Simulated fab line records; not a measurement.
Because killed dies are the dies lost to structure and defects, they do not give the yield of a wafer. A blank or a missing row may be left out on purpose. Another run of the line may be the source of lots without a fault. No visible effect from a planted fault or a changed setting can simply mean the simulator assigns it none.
fab line records    flow n5_finfet
record lots=4  wafers=11  last_day=17
route steps=1938 shown BEOL_M4@1099 BEOL_M5@1112 PASSIVATION@1936
lots that met no fault: taken from a fault-free run of the same line
start_h: start of the lot's first displayed wafer, in hours after the record's first day    wait_h: hours since the lot's step before    " same as the row above    L1.1+2: one row covering several wafers at once    - no value, or no start was given    * or withheld: withheld    < > ~ a bound
route shown NAME@n: NAME is a module with steps in the file, n the number in the route of the first one    usual: mean/standard deviation of fault-free wafers    same: alike in all rows    chamber/n: place in a boat    sites: readings site by site    _std_site: standard deviation across them    _edge_site: outer sites' mean less inner sites'    radius_mm: how far each site lies from the wafer's centre    mask NAME#n: copy n    behind: the tool/chamber that last shaped the wafer    hold: cause of the lot's hold/its duration in hours/its outcome    device: names the non-switching transistor (n, p or np)    end of line: the route-end tests of the same wafers    a step given without rows: its recipe and nothing more    killed: dies lost to structure and defects at the first sort, not the wafer's yield    map: per-die view of a wafer (x killed, . not killed, _ where there is no die)
set.NAME: setting as actually run; set.NAME@STEP: the setting as run at that earlier step    model.NAME: the simulator's own value behind a step, which no gauge read
lots seen at some steps along the route; tables by step, rows by wafer
services: from which hour (start_h, from the record's first day; less than 0 if before it) a tool's chamber was out of use, for how many hours, and why
## steps
# step N5_BEOL_M4_ANNEAL_95
# recipe temp_c=400  time_s=240  ambient=vacuum
# step N5_BEOL_M4_SPUTTER_96
# recipe material=Cu  target_thk_a=45  temp_c=-20  chamber_pressure_pa=0.07  power_w=withheld  time_s=8.29
# step N5_BEOL_M4_ECD_50
# recipe material=Cu  target_thk_a=3000
# step N5_BEOL_M4_ANNEAL_51
# recipe temp_c=225  time_s=90  ambient=N2
# step N5_BEOL_M4_CMP_52
# recipe stop_on=SiOC  t_overpolish_s=6.8  down_force_psi=1  platen_rpm=50  clearing_platen_down_force_psi=1.5  clearing_platen_rpm=50  post_cmp_clean=cu_alkaline  target_thk_nm=40  clearing_platen_pad_velocity_m_s=0.99484  pad_velocity_m_s=0.99484
# step N5_BEOL_M4_PRE_CLEAN_60
# recipe gas=NH3/H2  time_s=15  temp_c=*  rf_power_w=300
# step N5_BEOL_M4_CO_CAP_55
# recipe material=Co  target_thk_a=20  temp_c=200  precursor=CCTBA/H2  pressure_torr=30  time_s=102.1
# step N5_BEOL_M4_PRE_CLEAN_56
# recipe gas=NH3  time_s=15  temp_c=withheld  rf_power_w=300
# step N5_BEOL_M4_DEP_57
# recipe material=SiCN  target_thk_a=80  temp_c=withheld  precursor=3MS/NH3  pressure_torr=3  rf_w=202  time_s=14
# step N5_BEOL_M4_RC_MEAS_101
# usual DIBL_N=36.6/1.9  DIBL_P=36.7/2.2  IOFF_N=0.16/0.035  IOFF_P=0.22/0.038  ION_N=672/14  ION_P=462/8.3  SS_N=71.6/0.65  SS_P=73.5/0.72  VT_N=250/3.5  VT_P=-250/3.1
lot.wafer  tool       chamber  start_h  wait_h  DIBL_N[mV/V]  DIBL_P[mV/V]  IOFF_N[nA/um]  IOFF_P[nA/um]  ION_N[uA/um]  ION_P[uA/um]  SS_N[mV/dec]  SS_P[mV/dec]  VT_N[mV]  VT_P[mV]
L755.1     prober-02  0        202.49   0.0     36.8          35.4          0.15           0.20           691           476           71.5          72.8          247       -249
L755.3     "          0        "        "       38.0          38.1          0.18           0.23           691           477           71.9          72.8          248       -249
L755.6     "          0        "        "       37.3          35.9          0.16           0.21           689           472           71.9          72.7          248       -254
L759.2     prober-02  0        223.06   0.2     40.4          41.0          0.23           0.28           669           458           72.8          73.7          247       -247
L759.3     "          0        "        "       31.4          31.7          0.08           0.14           641           456           70.6          72.0          259       -252
L759.6     "          0        "        "       38.7          39.8          0.19           0.27           682           472           72.1          74.0          246       -245
L769.2     prober-01  0        283.63   0.2     39.5          37.0          0.21           0.27           703           478           72.1          74.5          241       -246
L769.4     "          0        "        "       37.6          34.9          0.17           0.22           666           459           71.6          74.1          249       -250
L770.1     prober-01  0        291.00   0.0     35.8          37.3          0.15           0.24           676           466           71.3          74.4          251       -247
L770.2     "          0        "        "       40.0          41.2          0.24           0.32           666           461           72.7          75.3          249       -245
L770.6     "          0        "        "       35.4          37.4          0.15           0.23           662           467           71.4          74.0          252       -247
# step N5_BEOL_M5_ILD_DEP_00
# recipe material=SiCOH_lowk  target_thk_a=1406.4  temp_c=300  precursor=DEMS/porogen  pressure_torr=5  rf_w=500  time_s=25.9
# step N5_BEOL_M5_CURE_79
# recipe temp_c=385  time_s=240  ambient=He/Ar  material=SiCOH_lowk
# step N5_BEOL_M5_PECVD_70
# recipe material=SiO2  target_thk_a=160  temp_c=400  precursor=TEOS/O2  pressure_torr=5.5  rf_w=450  teos_flow_sccm=53.8  gas=O2  flow_sccm=3000  time_s=18
# step N5_BEOL_M5_HM_DEP_02
# recipe material=TiN  target_thk_a=200  temp_c=25  chamber_pressure_pa=0.49996
# step N5_BEOL_M5_COAT_59
# recipe resist=SOC  temp_c=250  time_s=60  spin_rpm=1500  resist_thk_nm=60
# step N5_BEOL_M5_COAT_60
# recipe resist=SiARC  temp_c=220  time_s=60  spin_rpm=1500  resist_thk_nm=12
# step N5_BEOL_M5_COAT_71
# recipe resist=underlayer  temp_c=205  time_s=60  spin_rpm=1500  resist_thk_nm=5
# step N5_BEOL_M5_COAT_05
# recipe resist=CAR-EUV  spin_rpm=1500  resist_thk_nm=30
# step N5_BEOL_M5_EBR_07
# recipe solvent=PGMEA  ebr_width_mm=1.5
# step N5_BEOL_M5_SOFTBAKE_06
# recipe temp_c=110  time_s=60  resist=CAR-EUV
# step N5_BEOL_M5_EXPOSE_08
# recipe mask_id=M5  na=0.33  source_shape=annular  sigma_inner=0.4  sigma_outer=0.8  polarization=unpolarized  target_cd_nm=28  dose_mj=35.75
# step N5_BEOL_M5_PEB_09
# recipe peb_temp_c=100  peb_time_s=60  resist=CAR-EUV
# step N5_BEOL_M5_DEVELOP_10
# recipe develop_time_s=30  developer=TMAH  resist=CAR-EUV  rinse_liquid=surfactant_rinse  dry=air_spin  dev_temp_c=23
# step N5_BEOL_M5_DESCUM_16
# recipe chemistry=O2  time_s=7  source_power_w=50  bias_power_w=20  pressure_mtorr=20  rf_frequency_hz=2.712e+07  temp_c=40  resist=CAR-EUV  o2_flow_sccm=225
# step N5_BEOL_M5_ETCH_72
# recipe chemistry=N2/H2  target=underlayer  target_depth_a=65  mask_material=CAR-EUV  time_s=5.2  ion_energy_ev=200  pressure_mtorr=30  source_w=840  bias_w=150  n2_flow_sccm=200  h2_flow_sccm=200  ends=cleared
# step N5_BEOL_M5_ETCH_61
# recipe chemistry=CF4  target=SiARC  target_depth_a=156  mask_material=CAR-EUV  time_s=26  ion_energy_ev=80  pressure_mtorr=40  source_w=545  bias_w=36  Ar_flow_sccm=100  cf4_flow_sccm=100  ends=cleared
# step N5_BEOL_M5_ETCH_62
# recipe chemistry=N2/H2  target=SOC  target_depth_a=750  overetch_a=150  mask_material=SiARC  temp_c=40  time_s=112.5  ion_energy_ev=200  pressure_mtorr=30  source_w=840  bias_w=150  n2_flow_sccm=200  h2_flow_sccm=200
# step N5_BEOL_M5_STRIP_63
# recipe chemistry=N2/H2  temp_c=40  n2_flow_sccm=200  h2_flow_sccm=200  rf_frequency_hz=6e+07
# step N5_BEOL_M5_STRIP_73
# recipe chemistry=N2/H2  temp_c=40  n2_flow_sccm=200  h2_flow_sccm=200  rf_frequency_hz=6e+07
# step N5_BEOL_M5_STRIP_64
# recipe chemistry=CF4  resist=SiARC  power_w=300  bias_power_w=75  pressure_mtorr=50  cf4_flow_sccm=150  rf_frequency_hz=6e+07
# step N5_BEOL_M5_HM_OPEN_17
# recipe chemistry=Cl2/BCl3  target_depth_a=200  overetch_a=60  target=TiN  mask_material=SOC  ion_energy_ev=150  pressure_mtorr=10  icp_w=1000  bias_w=126  Cl2_flow_sccm=53.25  bcl3_flow_sccm=21.75  Ar_flow_sccm=25
# step N5_BEOL_M5_STRIP_19
# recipe chemistry=O2  power_w=400  temp_c=40  pressure_mtorr=30  rf_frequency_hz=6e+07  bias_power_w=0  overash_fraction=0.2  o2_flow_sccm=225
# step N5_BEOL_M5_COAT_65
# recipe resist=SOC  temp_c=250  time_s=60  spin_rpm=1500  resist_thk_nm=60
# step N5_BEOL_M5_COAT_66
# recipe resist=SiARC  temp_c=220  time_s=60  spin_rpm=1500  resist_thk_nm=12
# step N5_BEOL_M5_EXPOSE_25
# recipe mask_id=V4  na=0.33  source_shape=quasar  sigma_inner=0.2  sigma_outer=0.6  polarization=unpolarized  defocus_nm=10  dose_mj=52.75
lot.wafer   tool            chamber  start_h  wait_h  mask
L755.1+3+6  euv_scanner-02  0        207.10   -       V4#0
L759.2+3+6  euv_scanner-02  0        227.84   -       V4#0
L769.2+4    euv_scanner-02  0        291.42   -       V4#0
L770.1+2+6  euv_scanner-02  0        294.87   -       V4#0
# step N5_PASSIVATION_PROBE_49
# usual defect_limited_yield=91.6/1.4  killed_at_M0_to_M3=35/10  killed_at_M4_up=13/4.8  killed_at_contacts=12/7.2  killed_at_front_end=36/12  killed_at_other=4/3.1  killed_dies=100/17  killed_on_rim=13/4.2  killed_open=66/13  killed_short=32/7.3  sort_bin_5_function=5.0/0.94  sort_bin_6_memory=3.1/0.67  sort_bin_8_speed=0.01/0.047  sort_n_pass=1080/17  sort_yield_pct=91.6/1.4
# same gross_dies=1180  killed_at_back_side=0  sort_bin_4_leakage[%]=0
lot.wafer  tool       chamber  start_h  wait_h  defect_limited_yield[%]  killed_at_M0_to_M3  killed_at_M4_up  killed_at_contacts  killed_at_front_end  killed_at_other  killed_dies  killed_on_rim  killed_open  killed_short  sort_bin_5_function[%]  sort_bin_6_memory[%]  sort_bin_8_speed[%]  sort_n_pass  sort_yield_pct[%]
L755.1     prober-02  -        311.73   0.0     90.1                     47                  24               16                  29                   1                117          11             72           45            6.5                     3.1                   0                    1063         90.1
L755.3     prober-02  -        311.83   0.1     90.3                     51                  12               21                  27                   3                114          10             77           33            5.6                     3.4                   0                    1066         90.3
L755.6     prober-02  -        311.98   0.3     90.3                     58                  18               13                  25                   0                114          16             66           41            5.8                     3.4                   0                    1066         90.3
L770.1     prober-01  -        412.09   0.0     92.6                     27                  9                13                  32                   6                87           13             52           35            4.2                     2.8                   0                    1093         92.6
L770.2     prober-01  -        412.14   0.1     0                        33                  1100             19                  25                   3                1180         152            68           27            5.5                     2.5                   0                    0            0
L770.6     prober-01  -        412.34   0.3     91.1                     20                  10               19                  48                   8                105          8              64           41            4.6                     3.8                   0                    1075         91.1
L769.2     prober-02  -        418.19   0.1     0                        26                  1101             17                  34                   2                1180         152            49           35            4.2                     3.0                   0                    0            0
L769.4     prober-02  -        418.29   0.2     0                        22                  1100             9                   32                   17               1180         152            54           31            4.7                     2.4                   0                    0            0
# killed by level:class
L755.1 BEOL_M0_SAQP:geometric_particle:short=14 BEOL_M4:geometric_particle:open=14 MOL_CONTACT_COAG:geometric_particle:open=13 BEOL_M0_SAQP:geometric_particle:open=13 FIN_SAQP:geometric_particle:open=8 FIN_SAQP:geometric_particle:short=6 BEOL_M3:geometric_particle:open=6 BEOL_M1:geometric_particle:short=5
L755.3 BEOL_M0_SAQP:geometric_particle:open=15 MOL_CONTACT_COAG:geometric_particle:open=14 BEOL_M3:geometric_particle:open=12 BEOL_M0_SAQP:geometric_particle:short=11 MOL_CONTACT_COAG:geometric_particle:short=7 BEOL_M1:geometric_particle:open=6 GATE_CUT:geometric_particle:short=5 BEOL_M2:geometric_particle:open=5
L755.6 BEOL_M0_SAQP:geometric_particle:short=17 BEOL_M2:geometric_particle:open=13 BEOL_M0_SAQP:geometric_particle:open=13 MOL_CONTACT_COAG:geometric_particle:open=10 BEOL_M3:geometric_particle:open=5 BEOL_M4:geometric_particle:open=5 BEOL_M8:geometric_particle:open=5 STARTING-WAFER:geometric_particle:short=5
L770.1 MOL_CONTACT_COAG:geometric_particle:open=11 STI_FIN_REVEAL:geometric_particle:open=9 BEOL_M0_SAQP:geometric_particle:short=7 BEOL_M3:geometric_particle:open=5 FIN_SAQP:geometric_particle:short=4 GATE_CUT:geometric_particle:short=4 BEOL_M0_SAQP:geometric_particle:open=4 STARTING-WAFER:geometric_particle:open=3
L770.2 BEOL_M5:area_expose=1085 MOL_CONTACT_COAG:geometric_particle:open=16 BEOL_M0_SAQP:geometric_particle:open=9 BEOL_M3:geometric_particle:open=9 BEOL_M4:geometric_particle:open=9 BEOL_M0_SAQP:geometric_particle:short=6 FIN_SAQP:geometric_particle:open=4 STI_FIN_REVEAL:geometric_particle:open=4
L770.6 MOL_CONTACT_COAG:geometric_particle:open=14 FIN_SAQP:geometric_particle:short=11 DUMMY_GATE:geometric_particle:open=8 BEOL_M0_SAQP:geometric_particle:open=7 FIN_SAQP:geometric_particle:open=6 GATE_CUT:geometric_particle:short=5 MOL_CONTACT_COAG:geometric_particle:short=5 DUMMY_GATE:geometric_particle:short=4
L769.2 BEOL_M5:area_expose=1093 MOL_CONTACT_COAG:geometric_particle:open=14 BEOL_M2:geometric_particle:open=7 BEOL_M2:geometric_particle:short=7 DUMMY_GATE:geometric_particle:open=6 FIN_SAQP:geometric_particle:short=5 GATE_CUT:geometric_particle:open=4 BEOL_M0:geometric_particle:short=4
L769.4 BEOL_M5:area_expose=1094 FIN_SAQP:geometric_particle:short=8 MOL_CONTACT_COAG:geometric_particle:open=7 BEOL_M1:geometric_particle:open=7 PAD_METAL:geometric_particle:short=6 BEOL_M2:geometric_particle:open=6 FIN_SAQP:geometric_particle:open=4 DUMMY_GATE:geometric_particle:open=4
# map L769.2 (x killed, . not)
_________________xxxxxxxxxxxx________________
______________xxxxxxxxxxxxxxxxxx_____________
___________xxxxxxxxxxxxxxxxxxxxxxxx__________
__________xxxxxxxxxxxxxxxxxxxxxxxxxx_________
________xxxxxxxxxxxxxxxxxxxxxxxxxxxxxx_______
_______xxxxxxxxxxxxxxxxxxxxxxxxxxxxxxxx______
______xxxxxxxxxxxxxxxxxxxxxxxxxxxxxxxxxx_____
_____xxxxxxxxxxxxxxxxxxxxxxxxxxxxxxxxxxxx____
____xxxxxxxxxxxxxxxxxxxxxxxxxxxxxxxxxxxxxx___
___xxxxxxxxxxxxxxxxxxxxxxxxxxxxxxxxxxxxxxxx__
___xxxxxxxxxxxxxxxxxxxxxxxxxxxxxxxxxxxxxxxx__
__xxxxxxxxxxxxxxxxxxxxxxxxxxxxxxxxxxxxxxxxxx_
__xxxxxxxxxxxxxxxxxxxxxxxxxxxxxxxxxxxxxxxxxx_
_xxxxxxxxxxxxxxxxxxxxxxxxxxxxxxxxxxxxxxxxxxxx
_xxxxxxxxxxxxxxxxxxxxxxxxxxxxxxxxxxxxxxxxxxxx
_xxxxxxxxxxxxxxxxxxxxxxxxxxxxxxxxxxxxxxxxxxxx
_xxxxxxxxxxxxxxxxxxxxxxxxxxxxxxxxxxxxxxxxxxxx
_xxxxxxxxxxxxxxxxxxxxxxxxxxxxxxxxxxxxxxxxxxxx
_xxxxxxxxxxxxxxxxxxxxxxxxxxxxxxxxxxxxxxxxxxxx
_xxxxxxxxxxxxxxxxxxxxxxxxxxxxxxxxxxxxxxxxxxxx
_xxxxxxxxxxxxxxxxxxxxxxxxxxxxxxxxxxxxxxxxxxxx
__xxxxxxxxxxxxxxxxxxxxxxxxxxxxxxxxxxxxxxxxxx_
__xxxxxxxxxxxxxxxxxxxxxxxxxxxxxxxxxxxxxxxxxx_
___xxxxxxxxxxxxxxxxxxxxxxxxxxxxxxxxxxxxxxxx__
___xxxxxxxxxxxxxxxxxxxxxxxxxxxxxxxxxxxxxxxx__
____xxxxxxxxxxxxxxxxxxxxxxxxxxxxxxxxxxxxxx___
_____xxxxxxxxxxxxxxxxxxxxxxxxxxxxxxxxxxxx____
______xxxxxxxxxxxxxxxxxxxxxxxxxxxxxxxxxx_____
_______xxxxxxxxxxxxxxxxxxxxxxxxxxxxxxxx______
________xxxxxxxxxxxxxxxxxxxxxxxxxxxxxx_______
__________xxxxxxxxxxxxxxxxxxxxxxxxxx_________
___________xxxxxxxxxxxxxxxxxxxxxxxx__________
______________xxxxxxxxxxxxxxxxxx_____________
_________________xxxxxxxxxxxx________________
# map L770.2 (x killed, . not)
_________________xxxxxxxxxxxx________________
______________xxxxxxxxxxxxxxxxxx_____________
___________xxxxxxxxxxxxxxxxxxxxxxxx__________
__________xxxxxxxxxxxxxxxxxxxxxxxxxx_________
________xxxxxxxxxxxxxxxxxxxxxxxxxxxxxx_______
_______xxxxxxxxxxxxxxxxxxxxxxxxxxxxxxxx______
______xxxxxxxxxxxxxxxxxxxxxxxxxxxxxxxxxx_____
_____xxxxxxxxxxxxxxxxxxxxxxxxxxxxxxxxxxxx____
____xxxxxxxxxxxxxxxxxxxxxxxxxxxxxxxxxxxxxx___
___xxxxxxxxxxxxxxxxxxxxxxxxxxxxxxxxxxxxxxxx__
___xxxxxxxxxxxxxxxxxxxxxxxxxxxxxxxxxxxxxxxx__
__xxxxxxxxxxxxxxxxxxxxxxxxxxxxxxxxxxxxxxxxxx_
__xxxxxxxxxxxxxxxxxxxxxxxxxxxxxxxxxxxxxxxxxx_
_xxxxxxxxxxxxxxxxxxxxxxxxxxxxxxxxxxxxxxxxxxxx
_xxxxxxxxxxxxxxxxxxxxxxxxxxxxxxxxxxxxxxxxxxxx
_xxxxxxxxxxxxxxxxxxxxxxxxxxxxxxxxxxxxxxxxxxxx
_xxxxxxxxxxxxxxxxxxxxxxxxxxxxxxxxxxxxxxxxxxxx
_xxxxxxxxxxxxxxxxxxxxxxxxxxxxxxxxxxxxxxxxxxxx
_xxxxxxxxxxxxxxxxxxxxxxxxxxxxxxxxxxxxxxxxxxxx
_xxxxxxxxxxxxxxxxxxxxxxxxxxxxxxxxxxxxxxxxxxxx
_xxxxxxxxxxxxxxxxxxxxxxxxxxxxxxxxxxxxxxxxxxxx
__xxxxxxxxxxxxxxxxxxxxxxxxxxxxxxxxxxxxxxxxxx_
__xxxxxxxxxxxxxxxxxxxxxxxxxxxxxxxxxxxxxxxxxx_
___xxxxxxxxxxxxxxxxxxxxxxxxxxxxxxxxxxxxxxxx__
___xxxxxxxxxxxxxxxxxxxxxxxxxxxxxxxxxxxxxxxx__
____xxxxxxxxxxxxxxxxxxxxxxxxxxxxxxxxxxxxxx___
_____xxxxxxxxxxxxxxxxxxxxxxxxxxxxxxxxxxxx____
______xxxxxxxxxxxxxxxxxxxxxxxxxxxxxxxxxx_____
_______xxxxxxxxxxxxxxxxxxxxxxxxxxxxxxxx______
________xxxxxxxxxxxxxxxxxxxxxxxxxxxxxx_______
__________xxxxxxxxxxxxxxxxxxxxxxxxxx_________
___________xxxxxxxxxxxxxxxxxxxxxxxx__________
______________xxxxxxxxxxxxxxxxxx_____________
_________________xxxxxxxxxxxx________________
## services
tool            chamber  start_h  hours  kind
euv_scanner-02  -        185.36   4.6    pm
euv_scanner-02  -        220.93   1.0    pm
euv_scanner-02  0        250.36   -      calibration
euv_scanner-02  -        277.08   1.0    pm
## key
first_sign step=N5_PASSIVATION_PROBE_49  reading=killed_at_M4_up  direction=up  sigmas=99+  usual=13  struck=1100
effect step=N5_PASSIVATION_PROBE_49  reading=defect_limited_yield  direction=down  sigmas=64  usual=91.6  struck=0
more_kills_born_at N5_BEOL_M5_EXPOSE_25@euv_scanner-02=3272
met_at N5_BEOL_M5_EXPOSE_25
struck_wafers L769.2,L769.4,L770.2
later_rows_left_out L769.2,L769.4,L770.2
onset_between 227.84 291.42
fault kind=process_parameter_drift  tool=euv_scanner-02  chamber=-  onset_h=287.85  steps=N5_BEOL_M5_EXPOSE_25  channel=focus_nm  offset=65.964  shape=step  end_h=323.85  scope=struck_wafers_only
# later_rows_left_out: the simulator's readings of these wafers behind a module that went badly wrong aren't trusted and aren't shown, but for the sort
